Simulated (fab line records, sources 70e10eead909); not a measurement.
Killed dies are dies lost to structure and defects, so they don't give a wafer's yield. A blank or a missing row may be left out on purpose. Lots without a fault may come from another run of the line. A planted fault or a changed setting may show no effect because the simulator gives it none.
Chamber matching | flow nand_harc | NHARC_A_ZERO_WELL_DESCUM_12 on rie_diel-04: 4 sister chambers
The step chemistry O2, time 3 s. 8 wafers are shown with their chamber, then 12 later ones without.

WAFERS WITH THEIR CHAMBER
wafer  | chamber | drypump_motor_current_A (A) | rf_vpp_V (V)
L084.3 | 2       | 5.9                         | 58.0
L085.3 | 2       | 5.8                         | 57.6
L086.4 | 3       | 5.6                         | 58.4
L086.5 | 3       | 5.6                         | 59.8
L087.5 | 0       | 6.6                         | 57.3
L088.4 | 1       | 5.9                         | 57.4
L088.5 | 0       | 6.6                         | 58.5
L088.6 | 1       | 5.9                         | 57.7

WAFERS WITHOUT THEIR CHAMBER
wafer  | drypump_motor_current_A (A) | rf_vpp_V (V)
L090.2 | 5.6                         | 57.9
L090.4 | 5.9                         | 58.0
L090.5 | 5.6                         | 59.1
L092.3 | 5.9                         | 57.3
L092.5 | 6.5                         | 57.7
L092.6 | 5.6                         | 59.2
L094.2 | 6.5                         | 56.9
L094.4 | 5.6                         | 57.3
L094.6 | 6.5                         | 56.2
L097.2 | 5.6                         | 59.0
L097.3 | 6.6                         | 58.0
L097.5 | 5.6                         | 57.4

WHICH CHAMBER EACH WENT THROUGH
wafer  | from the rows above     | in truth
L090.2 | 3                       | 3
L090.4 | can't be placed: 1 or 2 | 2
L090.5 | 3                       | 3
L092.3 | can't be placed: 1 or 2 | 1
L092.5 | 0                       | 0
L092.6 | 3                       | 3
L094.2 | 0                       | 0
L094.4 | 3                       | 3
L094.6 | 0                       | 0
L097.2 | 3                       | 3
L097.3 | 0                       | 0
L097.5 | 3                       | 3
Placed correctly: 10 of 12. Can't be placed from these rows: 2 (the true chamber is among the candidates in 2). Placed wrongly: 0.
How it was worked out, from the rows above alone: a wafer's distance from a chamber is the root of the sum, over the readings, of the square of ((its reading less the chamber's mean) divided by the reading's scatter). The wafer belongs to the nearest chamber; if the next one is less than 2 further off, it can't be placed. A chamber's mean is the mean of its shown wafers. The scatter: the root of (the sum of the squares of (reading less its chamber's mean) over the shown wafers, divided by (wafers less chambers)).
